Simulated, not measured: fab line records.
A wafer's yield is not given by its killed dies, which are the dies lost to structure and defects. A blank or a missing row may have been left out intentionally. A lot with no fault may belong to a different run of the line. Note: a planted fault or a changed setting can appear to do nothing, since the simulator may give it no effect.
The tool behind it: which one? || flow nand harc || 11 lots with 33 wafers sampled at 6 steps, on a route of 1302 steps

## WHAT THE GAUGES SHOWED, per wafer
NHARC_A_SGD_CUT_CD_MEAS_09: target cd 100 nm. Usual: 100.0 nm for cd nm, sd 0.47.
{"lot": "L451", "measured": "day 19 15:28", "on": "cd sem-03", "cd nm (nm)": "100.3 100.1 100.4", "flag": ""}
{"lot": "L453", "measured": "day 20 00:08", "on": "cd sem-01", "cd nm (nm)": "99.8 99.4 99.7", "flag": ""}
{"lot": "L455", "measured": "day 21 17:41", "on": "cd sem-03", "cd nm (nm)": "99.7 99.8 100.2", "flag": ""}
{"lot": "L456", "measured": "day 21 21:53", "on": "cd sem-03", "cd nm (nm)": "101.0 100.6 100.7", "flag": ""}
{"lot": "L463", "measured": "day 23 10:28", "on": "cd sem-01", "cd nm (nm)": "106.2 107.3 106.6", "flag": "OFF"}
{"lot": "L461", "measured": "day 23 11:38", "on": "cd sem-02", "cd nm (nm)": "105.4 105.5 105.5", "flag": "OFF"}
{"lot": "L464", "measured": "day 24 01:10", "on": "cd sem-03", "cd nm (nm)": "104.7 104.2 104.6", "flag": "OFF"}
{"lot": "L466", "measured": "day 25 15:04", "on": "cd sem-01", "cd nm (nm)": "100.4 99.8 99.8", "flag": ""}
{"lot": "L465", "measured": "day 25 17:57", "on": "cd sem-01", "cd nm (nm)": "102.7 102.8 103.0", "flag": "OFF"}
{"lot": "L468", "measured": "day 27 03:08", "on": "cd sem-03", "cd nm (nm)": "99.6 100.5 99.4", "flag": ""}
{"lot": "L473", "measured": "day 28 19:08", "on": "cd sem-01", "cd nm (nm)": "99.9 100.3 100.5", "flag": ""}

NHARC_END_SORT_01. Usual: killed at array 53, standard deviation 19; killed at other 0.8, standard deviation 1.2; killed at periphery 3.7, standard deviation 2.3; killed dies 57, standard deviation 19; killed open 3.2, standard deviation 1.7; killed short 2.6, standard deviation 1.8.
{"lot": "L464", "measured": "day 30 04:52", "on": "prober-01", "killed at array": 48, "killed at other": 2, "killed at periphery": 6, "killed dies": 56, "killed open": 4, "killed short": 2, "flag": ""}
{"lot": "L466", "measured": "day 30 20:44", "on": "prober-02", "killed at array": "74 82 81", "killed at other": "0 0 1", "killed at periphery": "0 5 3", "killed dies": "74 87 85", "killed open": "2 3 4", "killed short": "4 0 3", "flag": ""}
{"lot": "L468", "measured": "day 32 23:04", "on": "prober-02", "killed at array": "41 29 40", "killed at other": "0 0 2", "killed at periphery": "6 4 7", "killed dies": "47 33 49", "killed open": "4 3 1", "killed short": "1 0 4", "flag": ""}

## WHAT TOOL EACH LOT RAN ON (gives the tool, then ch and the chambers of the sampled wafers, and finally the start)
{"lot": "L451", "NHARC_A_STAIRCASE_DESCUM_443": "rie diel-04 ch 0,1, day 19 07:26", "NHARC_A_STAIRCASE_STRIP_446": "plasma asher-02 ch 0,1, day 19 11:55", "NHARC_A_SGD_CUT_EXPOSE_06": "arfi scanner-02 ch 0, day 19 15:19", "NHARC_A_SGD_CUT_ETCH_59": "rie diel-05 ch 0,1,3, no start"}
{"lot": "L453", "NHARC_A_STAIRCASE_DESCUM_443": "rie diel-11 ch 0,1, day 19 16:16", "NHARC_A_STAIRCASE_STRIP_446": "plasma asher-02 ch 0,1, day 19 20:49", "NHARC_A_SGD_CUT_EXPOSE_06": "arfi scanner-03 ch 0, day 20 00:00", "NHARC_A_SGD_CUT_ETCH_59": "rie diel-05 ch 0,1, no start"}
{"lot": "L455", "NHARC_A_STAIRCASE_DESCUM_443": "rie diel-08 ch 0,3, day 21 10:00", "NHARC_A_STAIRCASE_STRIP_446": "plasma asher-01 ch 0,1, day 21 14:28", "NHARC_A_SGD_CUT_EXPOSE_06": "arfi scanner-03 ch 0, day 21 17:33", "NHARC_A_SGD_CUT_ETCH_59": "rie diel-12 ch 1,2, no start"}
{"lot": "L456", "NHARC_A_STAIRCASE_DESCUM_443": "rie diel-11 ch 0,1, day 21 14:02", "NHARC_A_STAIRCASE_STRIP_446": "plasma asher-02 ch 0,1, day 21 18:33", "NHARC_A_SGD_CUT_EXPOSE_06": "arfi scanner-02 ch 0, day 21 21:44", "NHARC_A_SGD_CUT_ETCH_59": "rie diel-02 ch 0,2,3, no start"}
{"lot": "L463", "NHARC_A_STAIRCASE_DESCUM_443": "rie diel-08 ch 0,2,3, day 23 02:36", "NHARC_A_STAIRCASE_STRIP_446": "plasma asher-02 ch 0,1, day 23 07:05", "NHARC_A_SGD_CUT_EXPOSE_06": "arfi scanner-03 ch 0, day 23 10:19", "NHARC_A_SGD_CUT_ETCH_59": "rie diel-02 ch 0,1,3, no start"}
{"lot": "L461", "NHARC_A_STAIRCASE_DESCUM_443": "rie diel-04 ch 1,3, day 23 02:45", "NHARC_A_STAIRCASE_STRIP_446": "plasma asher-02 ch 0,1, day 23 08:10", "NHARC_A_SGD_CUT_EXPOSE_06": "arfi scanner-03 ch 0, day 23 11:30", "NHARC_A_SGD_CUT_ETCH_59": "rie diel-02 ch 2,3, no start"}
{"lot": "L464", "NHARC_A_STAIRCASE_DESCUM_443": "rie diel-11 ch 0,1,3, day 23 17:21", "NHARC_A_STAIRCASE_STRIP_446": "plasma asher-01 ch 0,1, day 23 22:00", "NHARC_A_SGD_CUT_EXPOSE_06": "arfi scanner-03 ch 0, day 24 01:02", "NHARC_A_SGD_CUT_ETCH_59": "rie diel-12 ch 0,2,3, day 30 04:52 or earlier"}
{"lot": "L466", "NHARC_A_STAIRCASE_DESCUM_443": "rie diel-08 ch 0,1,2, day 25 07:02", "NHARC_A_STAIRCASE_STRIP_446": "plasma asher-01 ch 0,1, day 25 11:38", "NHARC_A_SGD_CUT_EXPOSE_06": "arfi scanner-01 ch 0, day 25 14:55", "NHARC_A_SGD_CUT_ETCH_59": "rie diel-02 ch 0,2,3, day 30 20:44 or earlier"}
{"lot": "L465", "NHARC_A_STAIRCASE_DESCUM_443": "rie diel-08 ch 1,2, day 25 07:10", "NHARC_A_STAIRCASE_STRIP_446": "plasma asher-02 ch 0,1, day 25 14:35", "NHARC_A_SGD_CUT_EXPOSE_06": "arfi scanner-03 ch 0, day 25 17:49", "NHARC_A_SGD_CUT_ETCH_59": "rie diel-12 ch 0,1,3, no start"}
{"lot": "L468", "NHARC_A_STAIRCASE_DESCUM_443": "rie diel-04 ch 0,1, day 26 17:52", "NHARC_A_STAIRCASE_STRIP_446": "plasma asher-01 ch 0, day 26 22:25", "NHARC_A_SGD_CUT_EXPOSE_06": "arfi scanner-01 ch 0, day 27 03:00", "NHARC_A_SGD_CUT_ETCH_59": "rie diel-05 ch 0,3, day 32 23:04 or earlier"}
{"lot": "L473", "NHARC_A_STAIRCASE_DESCUM_443": "rie diel-04 ch 1,2,3, day 28 11:15", "NHARC_A_STAIRCASE_STRIP_446": "plasma asher-02 ch 0,1, day 28 15:46", "NHARC_A_SGD_CUT_EXPOSE_06": "arfi scanner-01 ch 0, day 28 19:00", "NHARC_A_SGD_CUT_ETCH_59": "rie diel-02 ch 0,2,3, no start"}
- NHARC_A_STAIRCASE_DESCUM_443: chemistry O2, time 3 s.
- NHARC_A_STAIRCASE_STRIP_446: strips in O2.
- NHARC_A_SGD_CUT_EXPOSE_06: exposes mask SGD.
- NHARC_A_SGD_CUT_ETCH_59: etches the open film in N2/H2, target depth 260 nm, time 406.25 s.

## WHAT THE TOOLS THEMSELVES READ (means of the sampled wafers that have a number; where no wafer has one, the mark that the record gives instead)
NHARC_A_STAIRCASE_DESCUM_443. Usual: drypump motor current A 5.9 A, standard deviation 0.48; oes product au 1.000 a.u., standard deviation 0.0089; rf vpp V 57.5 V, standard deviation 0.91; showerhead plenum p Torr 1.85 Torr, standard deviation 0.042; throttle valve pct 11.311 %, standard deviation 0.0097.
{"lot": "L451", "tool": "rie diel-04", "drypump motor current A (A)": 6.2, "oes product au (a.u.)": 1.007, "rf vpp V (V)": 57.4, "showerhead plenum p Torr (Torr)": 1.91, "throttle valve pct (%)": 11.307, "flag": ""}
{"lot": "L453", "tool": "rie diel-11", "drypump motor current A (A)": 5.7, "oes product au (a.u.)": 0.993, "rf vpp V (V)": 56.9, "showerhead plenum p Torr (Torr)": 1.89, "throttle valve pct (%)": 11.302, "flag": ""}
{"lot": "L455", "tool": "rie diel-08", "drypump motor current A (A)": 5.6, "oes product au (a.u.)": 1.004, "rf vpp V (V)": 57.2, "showerhead plenum p Torr (Torr)": 1.86, "throttle valve pct (%)": 11.312, "flag": ""}
{"lot": "L456", "tool": "rie diel-11", "drypump motor current A (A)": 5.6, "oes product au (a.u.)": 1.003, "rf vpp V (V)": 57.4, "showerhead plenum p Torr (Torr)": 1.90, "throttle valve pct (%)": 11.305, "flag": ""}
{"lot": "L463", "tool": "rie diel-08", "drypump motor current A (A)": 5.8, "oes product au (a.u.)": 1.003, "rf vpp V (V)": 58.1, "showerhead plenum p Torr (Torr)": 1.86, "throttle valve pct (%)": 11.312, "flag": ""}
{"lot": "L461", "tool": "rie diel-04", "drypump motor current A (A)": 5.7, "oes product au (a.u.)": 1.000, "rf vpp V (V)": 57.5, "showerhead plenum p Torr (Torr)": 1.85, "throttle valve pct (%)": 11.310, "flag": ""}
{"lot": "L464", "tool": "rie diel-11", "drypump motor current A (A)": 5.7, "oes product au (a.u.)": 1.001, "rf vpp V (V)": 56.8, "showerhead plenum p Torr (Torr)": 1.87, "throttle valve pct (%)": 11.317, "flag": ""}
{"lot": "L466", "tool": "rie diel-08", "drypump motor current A (A)": 5.3, "oes product au (a.u.)": 1.006, "rf vpp V (V)": 57.7, "showerhead plenum p Torr (Torr)": 1.87, "throttle valve pct (%)": 11.314, "flag": ""}
{"lot": "L465", "tool": "rie diel-08", "drypump motor current A (A)": 5.2, "oes product au (a.u.)": 0.994, "rf vpp V (V)": 57.6, "showerhead plenum p Torr (Torr)": 1.86, "throttle valve pct (%)": 11.314, "flag": ""}
{"lot": "L468", "tool": "rie diel-04", "drypump motor current A (A)": 6.2, "oes product au (a.u.)": 1.006, "rf vpp V (V)": 57.4, "showerhead plenum p Torr (Torr)": 1.89, "throttle valve pct (%)": 11.308, "flag": ""}
{"lot": "L473", "tool": "rie diel-04", "drypump motor current A (A)": 6.0, "oes product au (a.u.)": 1.001, "rf vpp V (V)": 56.9, "showerhead plenum p Torr (Torr)": 1.82, "throttle valve pct (%)": 11.317, "flag": ""}

NHARC_A_STAIRCASE_STRIP_446. Usual: drypump motor current A 6.0 A, standard deviation 0.71; heater power w 329 W, standard deviation 35; temp c 249.97 C, standard deviation 0.18.
{"lot": "L451", "tool": "plasma asher-02", "drypump motor current A (A)": 5.8, "heater power w (W)": 334, "temp c (C)": 250.11, "flag": ""}
{"lot": "L453", "tool": "plasma asher-02", "drypump motor current A (A)": 5.8, "heater power w (W)": 333, "temp c (C)": 249.81, "flag": ""}
{"lot": "L455", "tool": "plasma asher-01", "drypump motor current A (A)": 6.3, "heater power w (W)": 324, "temp c (C)": 250.03, "flag": ""}
{"lot": "L456", "tool": "plasma asher-02", "drypump motor current A (A)": 5.2, "heater power w (W)": 351, "temp c (C)": 249.84, "flag": ""}
{"lot": "L463", "tool": "plasma asher-02", "drypump motor current A (A)": 5.7, "heater power w (W)": 332, "temp c (C)": 250.06, "flag": ""}
{"lot": "L461", "tool": "plasma asher-02", "drypump motor current A (A)": 5.2, "heater power w (W)": 353, "temp c (C)": 250.09, "flag": ""}
{"lot": "L464", "tool": "plasma asher-01", "drypump motor current A (A)": 6.3, "heater power w (W)": 335, "temp c (C)": 249.90, "flag": ""}
{"lot": "L466", "tool": "plasma asher-01", "drypump motor current A (A)": 6.5, "heater power w (W)": 308, "temp c (C)": 250.05, "flag": ""}
{"lot": "L465", "tool": "plasma asher-02", "drypump motor current A (A)": 5.7, "heater power w (W)": 327, "temp c (C)": 250.16, "flag": ""}
{"lot": "L468", "tool": "plasma asher-01", "drypump motor current A (A)": 6.6, "heater power w (W)": 282, "temp c (C)": 249.71, "flag": ""}
{"lot": "L473", "tool": "plasma asher-02", "drypump motor current A (A)": 5.2, "heater power w (W)": 351, "temp c (C)": 249.96, "flag": ""}

NHARC_A_SGD_CUT_EXPOSE_06. Usual: 85.57 for exposure dose mJ cm2, sd 0.083.
{"lot": "L451", "tool": "arfi scanner-02", "exposure dose mJ cm2": 85.52, "flag": ""}
{"lot": "L453", "tool": "arfi scanner-03", "exposure dose mJ cm2": 85.56, "flag": ""}
{"lot": "L455", "tool": "arfi scanner-03", "exposure dose mJ cm2": 85.47, "flag": ""}
{"lot": "L456", "tool": "arfi scanner-02", "exposure dose mJ cm2": 85.62, "flag": ""}
{"lot": "L463", "tool": "arfi scanner-03", "exposure dose mJ cm2": 94.46, "flag": "OFF"}
{"lot": "L461", "tool": "arfi scanner-03", "exposure dose mJ cm2": 92.74, "flag": "OFF"}
{"lot": "L464", "tool": "arfi scanner-03", "exposure dose mJ cm2": 91.32, "flag": "OFF"}
{"lot": "L466", "tool": "arfi scanner-01", "exposure dose mJ cm2": 85.60, "flag": ""}
{"lot": "L465", "tool": "arfi scanner-03", "exposure dose mJ cm2": 89.22, "flag": "OFF"}
{"lot": "L468", "tool": "arfi scanner-01", "exposure dose mJ cm2": 85.65, "flag": ""}
{"lot": "L473", "tool": "arfi scanner-01", "exposure dose mJ cm2": 85.59, "flag": ""}

NHARC_A_SGD_CUT_ETCH_59. Usual: drypump motor current A 5.6 A, standard deviation 0.47; oes product au 1.001 a.u., standard deviation 0.01; rf vpp V 431.7 V, standard deviation 2.6; showerhead plenum p Torr 2.08 Torr, standard deviation 0.092; throttle valve pct 14.171 %, standard deviation 0.0096.
{"lot": "L451", "tool": "rie diel-05", "drypump motor current A (A)": 6.0, "oes product au (a.u.)": 0.999, "rf vpp V (V)": 430.2, "showerhead plenum p Torr (Torr)": 2.01, "throttle valve pct (%)": 14.173, "flag": ""}
{"lot": "L453", "tool": "rie diel-05", "drypump motor current A (A)": 5.6, "oes product au (a.u.)": 0.996, "rf vpp V (V)": 432.3, "showerhead plenum p Torr (Torr)": 2.08, "throttle valve pct (%)": 14.176, "flag": ""}
{"lot": "L455", "tool": "rie diel-12", "drypump motor current A (A)": 5.9, "oes product au (a.u.)": 0.996, "rf vpp V (V)": 430.1, "showerhead plenum p Torr (Torr)": 2.04, "throttle valve pct (%)": 14.175, "flag": ""}
{"lot": "L456", "tool": "rie diel-02", "drypump motor current A (A)": 5.3, "oes product au (a.u.)": 1.010, "rf vpp V (V)": 433.1, "showerhead plenum p Torr (Torr)": 2.14, "throttle valve pct (%)": 14.181, "flag": ""}
{"lot": "L463", "tool": "rie diel-02", "drypump motor current A (A)": 5.3, "oes product au (a.u.)": 0.998, "rf vpp V (V)": 431.3, "showerhead plenum p Torr (Torr)": 2.08, "throttle valve pct (%)": 14.172, "flag": ""}
{"lot": "L461", "tool": "rie diel-02", "drypump motor current A (A)": 5.2, "oes product au (a.u.)": 1.015, "rf vpp V (V)": 431.7, "showerhead plenum p Torr (Torr)": 2.10, "throttle valve pct (%)": 14.172, "flag": ""}
{"lot": "L464", "tool": "rie diel-12", "drypump motor current A (A)": 5.6, "oes product au (a.u.)": 0.998, "rf vpp V (V)": 431.4, "showerhead plenum p Torr (Torr)": 2.08, "throttle valve pct (%)": 14.176, "flag": ""}
{"lot": "L466", "tool": "rie diel-02", "drypump motor current A (A)": 5.4, "oes product au (a.u.)": 0.996, "rf vpp V (V)": 433.2, "showerhead plenum p Torr (Torr)": 2.13, "throttle valve pct (%)": 14.166, "flag": ""}
{"lot": "L465", "tool": "rie diel-12", "drypump motor current A (A)": 5.8, "oes product au (a.u.)": 1.006, "rf vpp V (V)": 432.9, "showerhead plenum p Torr (Torr)": 2.14, "throttle valve pct (%)": 14.180, "flag": ""}
{"lot": "L468", "tool": "rie diel-05", "drypump motor current A (A)": 6.0, "oes product au (a.u.)": 0.994, "rf vpp V (V)": 428.7, "showerhead plenum p Torr (Torr)": 1.95, "throttle valve pct (%)": 14.169, "flag": ""}
{"lot": "L473", "tool": "rie diel-02", "drypump motor current A (A)": 5.4, "oes product au (a.u.)": 1.002, "rf vpp V (V)": 432.3, "showerhead plenum p Torr (Torr)": 2.13, "throttle valve pct (%)": 14.164, "flag": ""}

## THE ANSWER, worked out from the rows above alone
Rule: a lot counts as off when the mean over its wafers that have a number is more than 3 standard deviations away from the usual mean. A lot without any number at a reading at which 4 lots or more have one is off too. All remaining lots with rows at the step are treated as sound. After the gauges, taken in route order, come the tools' own readings; for these a lot's mean is taken, as printed above. At the first step where some lot is off, the reading lying furthest off is the one used; lots without a number count as furthest.
Off: L463, L461, L464, L465, at NHARC_A_SGD_CUT_CD_MEAS_09 (cd nm).
A tool fits if, at a process step before that reading, it ran every lot that is off, and no sound lot after the first of them. The gauges at NHARC_A_SGD_CUT_CD_MEAS_09 aren't tried: what is off there is off at NHARC_A_SGD_CUT_EXPOSE_06 too, on other tools, and a gauge's error can't cause that. One candidate fits, namely arfi scanner-03 at NHARC_A_SGD_CUT_EXPOSE_06. A fault onset in the window from L455 (day 21 17:33, its last sound lot) to L463 (day 23 10:19, its first lot off) fits.
The tool's own readings at NHARC_A_SGD_CUT_EXPOSE_06 bear it out: on the lots that are off they differ by more than 5 times the standard deviation of the sound lots' means. exposure dose mJ cm2 reads 91.94 there against 85.57 on the sound lots.

## WHAT THE SIMULATOR PUT IN
Process parameter drift: arfi scanner-03, from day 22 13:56 on, at NHARC_A_SGD_CUT_EXPOSE_06. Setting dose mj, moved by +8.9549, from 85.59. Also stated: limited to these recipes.
Struck lots among those shown: L463, L461, L464, L465. This agrees with what the rule above found.
